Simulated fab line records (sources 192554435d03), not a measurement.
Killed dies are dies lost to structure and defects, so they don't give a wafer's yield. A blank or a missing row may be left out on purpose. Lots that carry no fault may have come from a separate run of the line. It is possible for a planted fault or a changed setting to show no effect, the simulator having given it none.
A struck lot beside a sound one + flow n5_finfet + 37 steps out of a route of 1938
Sound: the wafers L242.1, L242.3, L242.6. Struck: wafer L237.5. (L237.2, L237.4 of the same lot were not struck and are left out.) The cause comes at the end.
At each step with rows: each side's tool, then ch and its chambers, then its first start. Under that, the readings that differ: sound wafers + struck wafers + difference of the means + sigmas: that difference in standard deviations of wafers without a fault.
alike: readings with means less than 2 such deviations apart, plus words and numbers identical on both sides. not compared: withheld readings, readings lacking a value on some wafer, bounds such as >300 that could conceal the same value, and numbers that have no deviation in the record and whose values overlap.
The two part at a step that has a row with sigmas, a row that says differs or no value, or rows on one side only. Non-overlapping numbers with no deviation appear without sigmas and do not part them. A reading that every wafer of one side lacks parts them only if that side has two wafers or more.

first, 9 steps without rows for these wafers: N5_BEOL_M2_ANNEAL_95 (time 240 s); N5_BEOL_M2_SPUTTER_96 (material Cu, target thk 4.5 nm, time 8.29 s); N5_BEOL_M2_ECD_50 (material Cu, target thk 300 nm); N5_BEOL_M2_ANNEAL_51 (time 90 s); N5_BEOL_M2_CMP_52 (polishes, stops on SiOC, t overpolish 6.8 s, target thk 40 nm); N5_BEOL_M2_PRE_CLEAN_60 (time 15 s); N5_BEOL_M2_CO_CAP_55 (material Co, precursor CCTBA/H2, target thk 2 nm, time 102.1 s); N5_BEOL_M2_PRE_CLEAN_56 (time 15 s); N5_BEOL_M2_DEP_57 (deposits SiCN from 3MS/NH3, target thk 8 nm, time 14 s).
N5_BEOL_M3_ILD_DEP_00: deposits SiOC from DEMS/O2, target thk 79 nm, time 15.3 s.
  sound on pecvd-01 ch 0,2, day 12 15:22; struck on pecvd-02 ch 2, day 11 20:46
| reading                                      | sound        | struck | difference | sigmas |
|----------------------------------------------|--------------|--------|------------|--------|
| model.SiOC_of_BEOL_M3_ILD_DEP_00.thk_nm (nm) | 77 79.6 79.2 | 93.2   | +14.6      |        |
  alike: heater_power_w, showerhead_plenum_p_Torr, throttle_valve_pct
N5_BEOL_M3_THK_MEAS_01:
  sound on film_metro-02, day 12 15:26; struck on film_metro-02, day 11 20:50
| reading         | sound          | struck | difference | sigmas |
|-----------------|----------------|--------|------------|--------|
| M3_ILD_THK (nm) | 77.0 79.6 79.2 | 93.3   | +14.7      | +15    |
then, 24 steps without rows for these wafers: N5_BEOL_M3_PECVD_72 (deposits SiO2 from TEOS/O2, target thk 16 nm, time 18 s); N5_BEOL_M3_HM_DEP_02 (deposits TiN, target thk 20 nm); N5_BEOL_M3_COAT_61 (time 60 s, resist thk 60 nm); N5_BEOL_M3_COAT_62 (time 60 s, resist thk 12 nm); N5_BEOL_M3_COAT_73 (time 60 s, resist thk 5 nm); N5_BEOL_M3_COAT_05 (resist thk 30 nm); N5_BEOL_M3_EBR_07; N5_BEOL_M3_SOFTBAKE_06 (time 60 s); N5_BEOL_M3_EXPOSE_08 (exposes mask M3); N5_BEOL_M3_PEB_09 (peb time 60 s); N5_BEOL_M3_DEVELOP_10 (develop time 30 s); N5_BEOL_M3_DESCUM_16 (chemistry O2, time 7 s); N5_BEOL_M3_ETCH_74 (etches underlayer in N2/H2, target depth 6.5 nm, time 5.2 s); N5_BEOL_M3_ETCH_63 (etches SiARC in CF4, target depth 15.6 nm, time 26 s); N5_BEOL_M3_ETCH_64 (etches SOC in N2/H2, target depth 75 nm, overetch 15 nm, time 112.5 s); N5_BEOL_M3_STRIP_65 (strips in N2/H2); N5_BEOL_M3_STRIP_75 (strips in N2/H2); N5_BEOL_M3_STRIP_66 (strips in CF4); N5_BEOL_M3_HM_OPEN_17 (chemistry Cl2/BCl3, target TiN, target depth 20 nm, overetch 6 nm); N5_BEOL_M3_STRIP_19 (strips in O2); N5_BEOL_M3_COAT_67 (time 60 s, resist thk 60 nm); N5_BEOL_M3_COAT_68 (time 60 s, resist thk 12 nm); N5_BEOL_M3_COAT_76 (time 60 s, resist thk 5 nm); N5_BEOL_M3_COAT_22 (resist thk 30 nm).
N5_BEOL_M3_CMP_52: polishes, stops on SiOC, t overpolish 6.8 s, target thk 40 nm.
  sound on cmp-02 ch 0,2,3, day 13 08:56; struck on cmp-04 ch 0, day 12 15:36
| reading                                      | sound        | struck | difference | sigmas |
|----------------------------------------------|--------------|--------|------------|--------|
| motor_current_A (A)                          | 5.5 5.2 5.6  | 7.1    | +1.7       | +2     |
| model.Cu_of_BEOL_M3_ECD_50.thk_nm (nm)       | 36.2 38.2 38 | 51.2   | +13.7      |        |
| model.SiOC_of_BEOL_M3_ILD_DEP_00.thk_nm (nm) | 74 76.6 76.2 | 90.2   | +14.6      |        |
  alike: retaining_ring_pressure_frac
N5_BEOL_M4_RC_MEAS_101:
  sound on prober-02 ch 0, day 14 21:46; struck on prober-02 ch 0, day 13 16:05
| reading        | sound          | struck | difference | sigmas |
|----------------|----------------|--------|------------|--------|
| IOFF_P (nA/um) | 0.23 0.26 0.22 | 0.15   | -0.09      | -2     |
| ION_N (uA/um)  | 680 691 675    | 655    | -27        | -2     |
| ION_P (uA/um)  | 469 480 466    | 451    | -21        | -3     |
| VT_P (mV)      | -246 -245 -246 | -254   | -8         | -3     |
  alike: DIBL_N, DIBL_P, IOFF_N, SS_N, SS_P, VT_N

== WHERE THEY PART ==
Last at N5_BEOL_M4_RC_MEAS_101 as far as this record goes, first at N5_BEOL_M3_THK_MEAS_01.

WHY: whatever the simulator had introduced
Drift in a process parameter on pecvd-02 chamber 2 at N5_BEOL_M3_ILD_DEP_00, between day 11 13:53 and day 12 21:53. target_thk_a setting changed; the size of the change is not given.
